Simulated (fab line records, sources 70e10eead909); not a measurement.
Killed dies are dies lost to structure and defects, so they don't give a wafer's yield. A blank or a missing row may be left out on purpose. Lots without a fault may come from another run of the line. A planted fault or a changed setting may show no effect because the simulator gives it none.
fab line records | flow nand_harc
record lots=6 wafers=18 last_day=32
route steps=1302 shown P_M1@313 P_M2@318 END@1302
lots that met no fault: from a run of the same line without faults
start_h: hours from the record's first day to the start of the lot's first wafer shown | wait_h: hours since the lot's step before | " the same as in the row above | L1.1+2: a row that stands for several wafers | - no value, or no start given | * or withheld: withheld | < > ~ a bound
route shown NAME@n: a module of which the file shows steps, and the number in the route of the first | usual: mean/standard deviation of fault-free wafers | same: alike in all rows | chamber/n: place in a boat | sites: the reading at each site | _std_site: their standard deviation | _edge_site: outer sites' mean less inner sites' | radius_mm: how far each site lies from the wafer's centre | mask NAME#n: copy n | behind: the tool/chamber that last shaped the wafer | hold: why the lot was held/for how many hours/how that ended | device: the transistor (n, p or np) that didn't switch | end of line: the same wafers' tests at the end of the route | a step without rows: its recipe alone | killed: dies lost to structure and defects at the first sort, not the wafer's yield | map: a wafer's dies, x killed, . not, _ none there
set.NAME: the setting as run; set.NAME@STEP: as run at that earlier step | model.NAME: the simulator's own value behind a step, which no gauge read
lots at some steps of the route; a table a step, a row a wafer
services: from which hour (start_h, from the record's first day; less than 0 if before it) a tool's chamber was out of use, for how many hours, and why
## steps
# step NHARC_P_M1_SRD_25
# step NHARC_P_M1_INSPECT_27
# usual raw_defect_count=263/97
# columns lot.wafer tool chamber start_h wait_h raw_defect_count
L824.1 defect_inspect-02 - 181.45 0.0 217
L824.2 " - " " 233
L824.6 " - " " 304
L827.1 defect_inspect-02 - 214.82 0.0 128
L827.4 " - " " 290
L827.6 " - " " 196
L829.1 defect_inspect-02 - 241.57 0.0 211
L829.4 " - " " 243
L829.6 " - " " 236
L830.3 defect_inspect-02 - 250.91 0.0 182
L830.4 " - " " 141
L830.5 " - " " 208
L832.4 defect_inspect-02 - 280.11 0.0 156
L832.5 " - " " 148
L832.6 " - " " 370
L840.2 defect_inspect-02 - 343.94 0.0 224
L840.3 " - " " 148
L840.6 " - " " 154
# step NHARC_P_M1_PRE_CLEAN_32
# recipe time_s=12 temp_c=370 rf_power_w=300 gas=NH3
# usual heater_power_w=619/41 rf_fwd_power_W=292.5/0.91
# columns lot.wafer tool chamber start_h wait_h heater_power_w rf_fwd_power_W
L824.1 pecvd-04 0 181.53 0.1 664 292.1
L824.2 " 1 " " 563 291.4
L824.6 " 2 " " 699 294.0
L827.1 pecvd-01 2 214.91 0.1 561 292.7
L827.4 " 0 " " 608 292.3
L827.6 " 1 " " 568 294.2
L829.1 pecvd-02 2 241.67 0.1 647 292.8
L829.4 " 1 " " 535 293.2
L829.6 " 2 " " 625 292.3
L830.3 pecvd-04 1 250.98 0.1 610 293.6
L830.5 " 2 " " 676 290.9
L830.4 " 0 " " 655 293.1
L832.6 pecvd-01 2 280.21 0.1 596 292.5
L832.4 " 0 " " 668 291.1
L832.5 " 1 " " 633 292.5
L840.2 pecvd-04 0 344.01 0.1 651 292.4
L840.3 " 1 " " 639 292.4
L840.6 " 1 " " 638 292.3
# step NHARC_P_M1_DEP_33
# recipe target_thk_a=300 temp_c=370 target_thk_nm=30 pressure_torr=3 flow_sccm=200 rf_w=450 material=SiCN
# usual heater_power_w=554/46 rf_fwd_power_W=448.9/1.3
# columns lot.wafer tool chamber start_h wait_h heater_power_w rf_fwd_power_W
L824.1 pecvd-04 0 181.64 0.1 560 446.2
L824.2 " 1 " " 566 448.9
L824.6 " 2 " " 529 447.5
L827.1 pecvd-01 2 215.05 0.1 551 447.0
L827.4 " 0 " " 548 449.4
L827.6 " 1 " " 573 450.8
L829.1 pecvd-02 2 241.81 0.1 590 448.2
L829.4 " 1 " " 451 450.7
L829.6 " 2 " " 590 448.6
L830.3 pecvd-04 1 251.06 0.1 551 447.6
L830.5 " 2 " " 612 447.0
L830.4 " 0 " " 547 449.3
L832.6 pecvd-01 2 280.38 0.2 560 448.0
L832.4 " 0 " " 590 447.4
L832.5 " 1 " " 602 448.8
L840.2 pecvd-04 0 344.13 0.1 595 448.7
L840.3 " 1 " " 492 448.1
L840.6 " 1 " " 505 448.7
# step NHARC_P_M2_DEP_00
# recipe target_thk_a=1825 target_thk_nm=182.5 temp_c=withheld pressure_torr=5 flow_sccm=200 rf_w=600 material=SiOC
# step NHARC_P_M2_DEHYDRATE_01
# recipe temp_c=150 time_s=120
# step NHARC_P_M2_HMDS_02
# recipe time_s=30
# step NHARC_P_M2_COAT_34
# recipe temp_c=200 time_s=65
# step NHARC_P_M2_COAT_03
# recipe spin_rpm=1500 resist_thk_nm=90
# step NHARC_P_M2_SOFTBAKE_04
# recipe temp_c=105 time_s=55
# step NHARC_P_M2_EBR_05
# step NHARC_P_M2_EXPOSE_06
# recipe na=1.35 target_cd_nm=170 dose_mj=80.78 mask_id=P_M2
# columns lot.wafer tool chamber start_h wait_h mask
L824.1+2+6 arfi_scanner-03 0 182.72 - P_M2#0
L827.1+4+6 arfi_scanner-03 0 215.98 - P_M2#0
L829.1+4+6 arfi_scanner-03 0 242.70 - P_M2#0
L830.3+4+5 arfi_scanner-02 0 252.18 - P_M2#0
L832.4+5+6 arfi_scanner-03 0 281.39 - P_M2#0
L840.2+3+6 arfi_scanner-01 0 345.37 - P_M2#0
# step NHARC_P_M2_PEB_07
# recipe peb_temp_c=100 peb_time_s=65
# step NHARC_P_M2_DEVELOP_08
# recipe develop_time_s=35 dev_temp_c=23
# step NHARC_P_M2_CD_MEAS_09
# recipe target_cd_nm=170 landing_energy_ev=500
# usual cd_nm=170.1/0.76
# columns lot.wafer tool chamber start_h wait_h cd_nm
L824.1 cd_sem-02 0 182.86 - 169.9
L824.2 " 0 " " 169.7
L824.6 " 0 " " 169.5
L827.1 cd_sem-01 0 216.12 - 170.1
L827.4 " 0 " " 170.6
L827.6 " 0 " " 170.2
L829.1 cd_sem-02 0 242.84 - 170.7
L829.4 " 0 " " 172.0
L829.6 " 0 " " 170.5
L830.3 cd_sem-02 0 252.32 - 168.2
L830.4 " 0 " " 169.0
L830.5 " 0 " " 169.0
L832.4 cd_sem-01 0 281.53 - 171.9
L832.5 " 0 " " 169.9
L832.6 " 0 " " 170.3
L840.2 cd_sem-03 0 345.51 - 170.0
L840.3 " 0 " " 169.1
L840.6 " 0 " " 169.4
# step NHARC_P_M2_OVL_MEAS_10
# recipe pitch_nm=340
# usual overlay_x_nm=-0.2/0.73 overlay_y_nm=0.2/1
# columns lot.wafer tool chamber start_h wait_h overlay_x_nm overlay_y_nm
L824.1 overlay-01 - 182.95 - 0.4 1.2
L824.2 " - " " 0.7 1.7
L824.6 " - " " 1.2 1.5
L827.1 overlay-01 - 216.21 - -0.5 0.4
L827.4 " - " " -0.7 0.2
L827.6 " - " " -0.3 0.2
L829.1 overlay-02 - 242.93 - -0.4 0.4
L829.4 " - " " -0.5 -0.1
L829.6 " - " " -0.1 -0.1
L830.3 overlay-01 - 252.40 - -1.1 0.7
L830.4 " - " " -1.3 0.3
L830.5 " - " " -1.1 0.4
L832.4 overlay-02 - 281.61 - -0.6 1.3
L832.5 " - " " -0.6 1.6
L832.6 " - " " 0.1 1.5
L840.2 overlay-01 - 345.60 - 0.8 0.7
L840.3 " - " " 0.1 0.5
L840.6 " - " " -0.1 0.0
# step NHARC_P_M2_INSPECT_11
# usual raw_defect_count=4.7/2.3
# columns lot.wafer tool chamber start_h wait_h raw_defect_count
L824.1 defect_inspect-02 - 183.01 0.1 3
L824.2 " - " " 4
L824.6 " - " " 1
L827.1 defect_inspect-02 - 216.24 0.0 3
L827.4 " - " " 5
L827.6 " - " " 4
L829.1 defect_inspect-01 - 242.96 0.0 1
L829.4 " - " " 3
L829.6 " - " " 3
L830.3 defect_inspect-01 - 252.44 0.0 2
L830.4 " - " " 4
L830.5 " - " " 4
L832.4 defect_inspect-01 - 281.64 0.0 4
L832.5 " - " " 6
L832.6 " - " " 3
L840.2 defect_inspect-02 - 345.63 0.0 6
L840.3 " - " " 6
L840.6 " - " " 4
# step NHARC_P_M2_DESCUM_14
# recipe time_s=3 o2_flow_sccm=200 ar_flow_sccm=0 bias_power_w=0 chemistry=O2
# usual drypump_motor_current_A=6.1/0.47 oes_product_au=0.999/0.0087 rf_vpp_V=57.8/0.88 showerhead_plenum_p_Torr=1.94/0.1 throttle_valve_pct=11.311/0.0092
# columns lot.wafer tool chamber start_h wait_h drypump_motor_current_A oes_product_au rf_hours_counter_h rf_vpp_V showerhead_plenum_p_Torr throttle_valve_pct model.P_M2.cd_nm
L824.2 rie_diel-10 0 183.08 0.1 6.4 0.993 4.7 57.7 1.99 11.300 169.2
L824.1 " 2 " " 5.8 1.013 3.0 57.7 1.96 11.301 170.5
L824.6 " 0 " " 6.4 0.997 - 60.1 1.99 11.299 168.8
L827.4 rie_diel-06 1 216.31 0.1 6.3 0.992 4.0 57.7 1.97 11.304 170.6
L827.1 " 3 " " 5.9 0.994 4.3 58.4 1.85 11.299 169.8
L827.6 " 1 " " 6.2 0.986 - 57.7 1.97 11.311 170.1
L829.1 rie_diel-12 1 243.02 0.1 6.6 1.015 6.8 59.4 2.00 11.315 171
L829.4 " 2 " " 5.2 0.998 6.1 58.6 2.05 11.313 172.3
L829.6 " 2 " " 5.2 0.995 - 58.6 2.04 11.319 170.5
L830.3 rie_diel-12 3 252.50 0.1 6.4 1.006 7.2 59.9 2.07 11.292 168.4
L830.4 " 3 " " 6.4 1.001 - 58.4 2.07 11.306 169
L830.5 " 2 " " 5.2 1.000 - 58.0 2.04 11.302 168.9
L832.4 rie_diel-06 1 281.70 0.1 6.2 0.996 9.7 56.7 1.97 11.309 171.1
L832.6 " 1 " " 6.3 0.998 - 57.9 1.97 11.301 169.2
L832.5 " 2 " " 6.1 0.999 - 57.2 1.80 11.315 170.3
L840.3 rie_diel-06 3 345.71 0.1 5.9 0.992 2.3 58.4 1.84 11.317 168.9
L840.2 " 0 " " 5.3 0.995 2.2 57.7 1.88 11.296 169.3
L840.6 " 1 " " 6.2 0.984 - 57.2 1.97 11.300 168.9
# step NHARC_P_M2_ETCH_35
# recipe target_depth_a=400 overetch_a=120 time_s=43.94 ion_energy_ev=200 n2_flow_sccm=150 h2_flow_sccm=150 ar_flow_sccm=0 rf_w=400 bias_w=150 chemistry=N2/H2
# usual drypump_motor_current_A=6.1/0.47 oes_product_au=1.000/0.007 rf_fwd_power_W=395.2/2 rf_vpp_V=431/3.2 showerhead_plenum_p_Torr=2.07/0.11 throttle_valve_pct=14.171/0.0091
# columns lot.wafer tool chamber start_h wait_h drypump_motor_current_A oes_product_au rf_fwd_power_W rf_hours_counter_h rf_vpp_V showerhead_plenum_p_Torr throttle_valve_pct
L824.1 rie_diel-10 0 183.15 0.1 6.4 0.990 395.7 4.7 432 2.13 14.160
L824.2 " 3 " " 5.5 0.999 397.1 4.4 434 2.17 14.166
L824.6 " 0 " " 6.4 1.001 395.9 - 433 2.13 14.165
L827.4 rie_diel-06 0 216.39 0.1 5.3 1.001 391.6 4.0 430 2.00 14.146
L827.1 " 1 " " 6.3 0.988 396.4 4.0 432 2.11 14.176
L827.6 " 3 " " 5.9 1.003 395.6 - 429 1.97 14.180
L829.4 rie_diel-12 0 243.11 0.1 6.5 1.001 397.4 6.9 428 1.90 14.174
L829.1 " 3 " " 6.4 1.004 398.0 7.0 435 2.21 14.174
L829.6 " 0 " " 6.5 0.999 399.1 - 426 1.90 14.180
L830.3 rie_diel-12 1 252.60 0.1 6.6 0.998 394.0 7.0 432 2.14 14.173
L830.5 " 2 " " 5.1 0.999 394.5 - 434 2.18 14.181
L830.4 " 3 " " 6.4 1.003 397.1 - 435 2.21 14.187
L832.4 rie_diel-06 0 281.81 0.1 5.3 0.985 393.9 9.4 428 2.00 14.158
L832.6 " 1 " " 6.3 1.001 393.7 - 432 2.10 14.173
L832.5 " 2 " " 6.1 1.007 394.4 - 427 1.92 14.160
L840.3 rie_diel-06 2 345.79 0.1 6.1 0.988 396.8 2.9 427 1.92 14.160
L840.2 " 0 " " 5.3 0.994 392.6 2.2 429 2.00 14.171
L840.6 " 2 " " 6.1 0.988 397.0 - 428 1.92 14.162
# step NHARC_P_M2_ETCH_15
# recipe target_depth_a=1825 time_s=91.2 c4f8_flow_sccm=withheld ar_flow_sccm=400 rf_w=600 bias_w=300 chemistry=C4F8/Ar
# usual oes_product_au=0.938/0.02 rf_fwd_power_W=596.0/2.4 rf_vpp_V=442/3.2
# columns lot.wafer tool chamber start_h wait_h oes_product_au rf_fwd_power_W rf_hours_counter_h rf_vpp_V
L824.1 rie_diel-10 2 - - 0.945 595.9 3.0 443
L824.2 " 1 " " 0.932 595.2 4.2 438
L824.6 " 2 " " 0.946 598.8 - 442
L827.4 rie_diel-06 2 - - 0.919 598.5 5.2 438
L827.1 " 0 " " 0.925 594.4 4.1 439
L827.6 " 1 " " 0.914 591.6 - 442
L829.1 rie_diel-12 3 - - 0.936 599.6 7.0 446
L829.4 " 1 " " 0.935 591.0 6.8 442
L829.6 " 3 " " 0.934 596.7 - 445
L830.3 rie_diel-12 1 - - 0.941 592.8 7.1 444
L830.5 " 1 " " 0.938 592.9 - 444
L830.4 " 2 " " 0.926 594.9 - 446
L832.4 rie_diel-06 3 - - 0.921 591.3 9.3 438
L832.5 " 3 " " 0.930 594.2 - 438
L832.6 " 0 " " 0.914 596.1 - 440
L840.2 rie_diel-06 0 - - 0.916 590.1 2.2 441
L840.3 " 2 " " 0.914 598.3 3.0 436
L840.6 " 1 " " 0.913 597.1 - 443
# step NHARC_P_M2_CD_MEAS_16
# usual cd_nm=169.9/0.95
# columns lot.wafer tool chamber start_h wait_h cd_nm
L824.1 cd_sem-01 - 183.37 - 170.5
L824.2 " - " " 169.1
L824.6 " - " " 168.6
L827.1 cd_sem-02 - 216.61 - 169.5
L827.4 " - " " 170.4
L827.6 " - " " 170.0
L829.1 cd_sem-01 - 243.33 - 170.7
L829.4 " - " " 171.9
L829.6 " - " " 169.4
L830.3 cd_sem-02 - 252.85 - 168.0
L830.4 " - " " 168.9
L830.5 " - " " 168.6
L832.4 cd_sem-01 - 282.01 - 171.9
L832.5 " - " " 170.9
L832.6 " - " " 169.6
L840.2 cd_sem-03 - 346.00 - 169.1
L840.3 " - " " 169.0
L840.6 " - " " 169.1
# step NHARC_P_M2_STRIP_18
# recipe power_w=1000 n2_flow_sccm=150 h2_flow_sccm=150 ar_flow_sccm=0 bias_w=0 chemistry=N2/H2
# usual drypump_motor_current_A=6.0/0.42 oes_product_au=1.000/0.0088 rf_fwd_power_W=997.0/3 rf_vpp_V=90.8/1.1 showerhead_plenum_p_Torr=2.06/0.1 throttle_valve_pct=14.172/0.0089
# columns lot.wafer tool chamber start_h wait_h drypump_motor_current_A oes_product_au rf_fwd_power_W rf_hours_counter_h rf_vpp_V showerhead_plenum_p_Torr throttle_valve_pct
L824.1 rie_diel-06 0 183.45 0.1 5.3 0.989 996.8 2.1 90.5 2.00 14.160
L824.2 " 3 " " 5.9 1.003 994.5 1.5 89.6 1.97 14.173
L824.6 " 1 " " 6.2 1.002 997.1 - 90.8 2.11 14.177
L827.1 rie_diel-12 3 216.68 0.1 6.4 1.000 998.9 5.6 93.9 2.21 14.199
L827.4 " 1 " " 6.6 1.000 997.6 5.7 93.3 2.14 14.165
L827.6 " 3 " " 6.4 1.001 1003.9 - 91.5 2.21 14.155
L829.4 rie_diel-12 1 243.40 0.1 6.6 1.003 994.9 6.9 90.5 2.14 14.177
L829.1 " 3 " " 6.4 1.010 996.1 7.1 92.8 2.21 14.172
L829.6 " 1 " " 6.6 1.010 994.2 - 91.2 2.14 14.165
L830.4 rie_diel-06 0 252.97 0.1 5.3 0.994 996.1 8.2 89.9 2.00 14.173
L830.3 " 1 " " 6.2 0.995 993.3 8.2 91.3 2.11 14.147
L830.5 " 2 " " 6.1 1.016 997.5 - 89.9 1.92 14.171
L832.4 rie_diel-10 0 282.16 0.1 6.3 1.006 996.0 2.4 90.5 2.13 14.191
L832.5 " 1 " " 5.8 0.996 996.5 - 90.6 1.94 14.172
L832.6 " 2 " " 5.7 1.002 997.4 - 90.1 2.09 14.173
L840.2 rie_diel-10 0 346.12 0.1 6.4 0.998 996.0 5.7 91.1 2.12 14.169
L840.3 " 1 " " 5.8 1.000 997.3 5.4 89.3 1.94 14.167
L840.6 " 3 " " 5.5 0.991 1000.1 - 91.5 2.17 14.161
# step NHARC_P_M2_ETCH_28
# recipe target_depth_a=300 over_etch_frac=0.3 time_s=72.99 ion_energy_ev=150 cf4_flow_sccm=50 n2_flow_sccm=100 ar_flow_sccm=150 rf_w=300 bias_w=100 chemistry=CF4/N2
# usual drypump_motor_current_A=6.0/0.44 oes_product_au=0.998/0.0077 rf_fwd_power_W=297.7/1.2 rf_vpp_V=314.7/2.2 showerhead_plenum_p_Torr=2.66/0.12 throttle_valve_pct=19.795/0.0086
# columns lot.wafer tool chamber start_h wait_h drypump_motor_current_A oes_product_au rf_fwd_power_W rf_hours_counter_h rf_vpp_V showerhead_plenum_p_Torr throttle_valve_pct model.P_M2.cd_nm
L824.1 rie_diel-06 3 - - 5.8 1.003 297.8 1.6 313.0 2.54 19.806 170.8
L824.2 " 2 " " 6.1 0.995 296.5 2.5 311.4 2.49 19.806 168.5
L824.6 " 3 " " 5.9 1.001 297.6 - 312.0 2.54 19.791 169
L827.1 rie_diel-12 3 - - 6.4 1.002 299.0 5.7 317.8 2.83 19.790 170.7
L827.4 " 0 " " 6.5 0.995 299.3 5.6 311.7 2.46 19.802 169.9
L827.6 " 0 " " 6.4 1.006 297.3 - 310.1 2.46 19.793 170.8
L829.4 rie_diel-12 2 - - 5.2 0.991 296.8 6.3 316.3 2.80 19.812 171.4
L829.1 " 1 " " 6.6 0.995 295.5 6.9 315.9 2.74 19.788 171.2
L829.6 " 3 " " 6.4 1.001 298.8 - 317.5 2.82 19.799 170
L830.4 rie_diel-06 0 - - 5.3 0.999 296.2 8.2 312.5 2.58 19.786 169.3
L830.3 " 2 " " 6.1 1.013 297.8 8.1 311.6 2.48 19.814 167.6
L830.5 " 0 " " 5.3 1.008 296.5 - 313.2 2.58 19.782 168.9
L832.4 rie_diel-10 3 - - 5.5 0.989 297.0 2.3 317.9 2.78 19.788 170.5
L832.5 " 2 " " 5.8 0.996 297.6 - 314.6 2.68 19.777 171
L832.6 " 3 " " 5.5 1.003 296.3 - 317.1 2.78 19.791 169.6
L840.3 rie_diel-10 2 - - 5.7 0.984 298.1 4.6 314.3 2.68 19.787 168.7
L840.2 " 1 " " 5.9 1.007 298.8 5.4 312.5 2.50 19.805 168.8
L840.6 " 3 " " 5.5 0.981 297.8 - 316.3 2.78 19.793 169.1
# step NHARC_P_M2_STRIP_19
# recipe time_s=600 temp_c=30 chemistry=post_etch_residue_remover
# step NHARC_END_SORT_01
# recipe temp_c=25
# usual defect_limited_yield=90.9/2.6 killed_at_array=57/18 killed_at_other=0.9/1.3 killed_at_periphery=3.5/2.2 killed_dies=62/18 killed_open=3.0/1.7 killed_short=2.3/1.5
# same gross_dies=677
# columns lot.wafer tool chamber start_h wait_h defect_limited_yield[%] killed_at_array killed_at_other killed_at_periphery killed_dies killed_open killed_short
L824.1 prober-02 0 643.79 2.5 88.5 71 4 3 78 2 3
L824.2 prober-02 0 644.59 2.8 89.4 65 4 3 72 1 2
L824.6 prober-02 0 647.81 4.0 91.7 54 1 1 56 2 1
L827.1 prober-01 0 651.55 2.5 86.1 87 1 6 94 4 3
L827.4 prober-01 0 653.95 3.4 90.1 62 1 4 67 4 1
L827.6 prober-01 0 655.56 4.0 86.3 88 1 4 93 2 1
L832.5 prober-02 0 718.38 3.7 91.9 52 1 2 55 2 3
L832.6 prober-02 0 719.19 4.0 92.8 47 0 2 49 1 1
# killed by level:class
L824.1 A_SLIT:chamber_film_flake=33 A_CHANNEL_HOLE_D2:chamber_film_flake=27 THIN_TSV:chamber_film_flake=4 P_GATE:chamber_film_flake=2 A_ZERO_WELL:chamber_film_flake=2 A_CONTACT:chamber_film_flake=2 P_GATE:geometric_particle:open=1 A_ONON_D1:geometric_particle:short=1
L824.2 A_CHANNEL_HOLE_D2:chamber_film_flake=27 A_SLIT:chamber_film_flake=25 THIN_TSV:chamber_film_flake=4 A_ZERO_WELL:chamber_film_flake=3 A_CONTACT:chamber_film_flake=3 P_GATE:chamber_film_flake=2 A_CHANNEL_HOLE_D1:chamber_film_flake=2 A_WL_FILL:chamber_film_flake=2
L824.6 A_CHANNEL_HOLE_D2:chamber_film_flake=20 A_SLIT:chamber_film_flake=18 A_ZERO_WELL:chamber_film_flake=4 A_CHANNEL_HOLE_D1:chamber_film_flake=3 A_WL_FILL:chamber_film_flake=2 A_CONTACT:chamber_film_flake=2 A_DECK1_JOINT:geometric_particle:open=1 A_ONON_D2:geometric_particle:short=1
L827.1 A_CHANNEL_HOLE_D2:chamber_film_flake=28 A_SLIT:chamber_film_flake=28 A_CHANNEL_HOLE_D1:chamber_film_flake=18 A_CONTACT:chamber_film_flake=7 P_M0:geometric_particle:open=2 P_CONTACT:chamber_film_flake=2 P_GATE:geometric_particle:short=1 A_CHANNEL_FILL_D1:geometric_particle:open=1
L827.4 A_CHANNEL_HOLE_D2:chamber_film_flake=20 A_CHANNEL_HOLE_D1:chamber_film_flake=17 A_SLIT:chamber_film_flake=13 A_CONTACT:chamber_film_flake=4 P_ZERO_WELL:chamber_film_flake=3 A_SGD_CUT:geometric_particle:open=1 A_SGD_CUT:geometric_particle:short=1 A_WL_FILL:geometric_particle:open=1
L827.6 A_SLIT:chamber_film_flake=36 A_CHANNEL_HOLE_D1:chamber_film_flake=22 A_CHANNEL_HOLE_D2:chamber_film_flake=21 A_CONTACT:chamber_film_flake=4 A_ONON_D2:geometric_particle:open=2 P_STI:chamber_film_flake=2 P_CONTACT:chamber_film_flake=2 A_SGD_CUT:geometric_particle:short=1
L832.5 A_CHANNEL_HOLE_D1:chamber_film_flake=35 A_CONTACT:chamber_film_flake=3 A_SGD_CUT:chamber_film_flake=3 A_SLIT:chamber_film_flake=3 A_DECK1_JOINT:chamber_film_flake=2 A_STAIRCASE:chamber_film_flake=2 P_CONTACT:geometric_particle:open=1 A_DECK1_JOINT:geometric_particle:short=1
L832.6 A_CHANNEL_HOLE_D1:chamber_film_flake=35 A_SGD_CUT:chamber_film_flake=4 A_SLIT:chamber_film_flake=2 A_STAIRCASE:chamber_film_flake=2 P_M2:geometric_particle:short=1 A_ONON_D1:geometric_particle:open=1 P_M0:chamber_film_flake=1 A_DECK1_JOINT:chamber_film_flake=1
## services
# columns tool chamber start_h hours kind
rie_diel-10 3 165.15 3.4 repair
rie_diel-10 2 168.18 3.9 repair
arfi_scanner-03 - 196.00 4.0 pm
arfi_scanner-01 - 206.48 0.3 repair
arfi_scanner-02 - 210.47 0.7 repair
pecvd-02 - 227.00 13.0 pm
arfi_scanner-01 - 230.54 1.7 repair
rie_diel-06 2 239.09 4.6 repair
rie_diel-10 - 242.59 9.0 pm
arfi_scanner-02 - 244.51 0.7 repair
rie_diel-12 0 247.12 9.7 repair
arfi_scanner-02 - 247.23 4.0 pm
arfi_scanner-01 - 252.00 4.0 pm
rie_diel-06 0 261.23 5.7 repair
rie_diel-12 - 268.44 9.0 pm
pecvd-04 - 269.06 13.0 pm
arfi_scanner-01 - 272.05 0.4 repair
arfi_scanner-02 - 285.71 0.8 repair
pecvd-02 1 293.06 29.3 repair
rie_diel-06 3 305.65 15.0 repair
rie_diel-06 - 307.30 9.0 pm
pecvd-01 - 311.00 13.0 pm
rie_diel-12 2 314.26 8.5 repair
arfi_scanner-02 - 321.95 11.5 repair
## key
first_sign none at tools or gauges
model_effect step=NHARC_P_M2_DESCUM_14 value=P_M2.cd_nm without=169.8 struck=171.7
model_effect step=NHARC_P_M2_ETCH_28 value=P_M2.cd_nm without=169.1 struck=171
met_at NHARC_P_M2_EXPOSE_06
struck_wafers L829.4,L832.4
onset_between 215.98 242.70
fault kind=process_parameter_drift tool=arfi_scanner-03 chamber=- onset_h=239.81 steps=NHARC_P_M2_EXPOSE_06 channel=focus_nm offset=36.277 shape=step end_h=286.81 scope=struck_wafers_only
